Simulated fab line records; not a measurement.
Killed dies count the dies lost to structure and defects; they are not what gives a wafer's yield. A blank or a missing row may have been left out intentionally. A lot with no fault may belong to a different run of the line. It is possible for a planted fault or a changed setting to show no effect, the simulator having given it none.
Matching of chambers -- flow nand harc -- rie diel-08 running NHARC_P_M2_DESCUM_14: 4 sister chambers
The step chemistry O2, time 3 s. 27 wafers are shown with their chamber, then 12 later ones without.

WAFERS, EACH WITH ITS CHAMBER
wafer,chamber,drypump motor current A (A),oes product au (a.u.),rf vpp V (V)
L076.1,3,5.7,1.001,57.9
L076.2,0,4.6,1.008,57.0
L076.3,1,6.1,1.000,59.3
L077.1,2,6.1,0.996,58.0
L077.4,0,4.6,1.006,56.4
L077.5,1,6.1,0.998,57.8
L078.2,3,5.7,0.997,59.3
L078.3,1,6.1,0.995,57.8
L078.5,1,6.1,0.996,57.9
L079.2,0,4.6,1.014,56.5
L079.3,2,6.2,0.999,57.2
L079.5,1,6.1,1.011,58.0
L080.1,3,5.7,1.003,60.1
L080.2,0,4.6,1.012,55.9
L080.5,1,6.1,0.994,57.1
L081.1,0,4.7,1.001,57.7
L081.2,2,6.1,0.992,58.1
L081.5,3,5.7,0.991,58.9
L082.1,2,6.1,1.011,58.5
L082.4,1,6.1,0.999,56.0
L082.6,2,6.1,1.001,58.4
L083.2,3,5.7,0.986,57.8
L083.3,2,6.2,0.990,59.2
L083.6,3,5.7,0.994,57.5
L085.2,3,5.7,0.989,57.0
L085.5,2,6.1,1.001,58.9
L085.6,1,6.1,1.001,57.6

SIGNATURES (averages over the wafers above)
reading,chamber 0,chamber 1,chamber 2,chamber 3,scatter within a chamber
drypump motor current A,4.620,6.100,6.129,5.700,0.0311
oes product au,1.00820,0.99925,0.99857,0.99443,0.00601
rf vpp V,56.700,57.688,58.329,58.357,0.877
Rule: for a wafer and a chamber, the distance is found by dividing, reading by reading, the gap between the wafer's reading and the chamber's mean by the reading's scatter, squaring, summing and taking the root. The wafer belongs to the nearest chamber; if the next one is less than 2 further off, it can't be placed. How the scatter is found: for the shown wafers, subtract from each reading the mean of its chamber, square and add these, divide the total by (wafers less chambers), then take the root.

WAFERS WITHOUT THEIR CHAMBER
wafer,drypump motor current A (A),oes product au (a.u.),rf vpp V (V)
L086.2,6.1,1.004,58.8
L086.4,4.6,0.998,58.0
L086.5,4.6,1.006,56.5
L088.3,6.1,0.998,58.3
L088.4,6.1,0.996,57.7
L088.6,6.1,0.994,58.5
L094.2,6.1,0.998,56.5
L094.5,5.7,0.990,59.3
L094.6,6.1,0.986,58.3
L096.1,5.6,0.989,58.8
L096.5,6.1,0.999,58.3
L096.6,5.6,0.999,58.9

WHICH CHAMBER EACH ONE RAN IN
wafer,from the rows above,in truth
L086.2,can't be placed: 2 or 1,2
L086.4,0,0
L086.5,0,0
L088.3,can't be placed: 1 or 2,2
L088.4,can't be placed: 1 or 2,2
L088.6,can't be placed: 2 or 1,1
L094.2,can't be placed: 1 or 2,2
L094.5,3,3
L094.6,can't be placed: 2 or 1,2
L096.1,3,3
L096.5,can't be placed: 1 or 2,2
L096.6,3,3
Correct placement for 5 of the 12. Can't be placed from these rows: 7 (the true chamber is among the candidates in 7). Wrongly placed: 0.
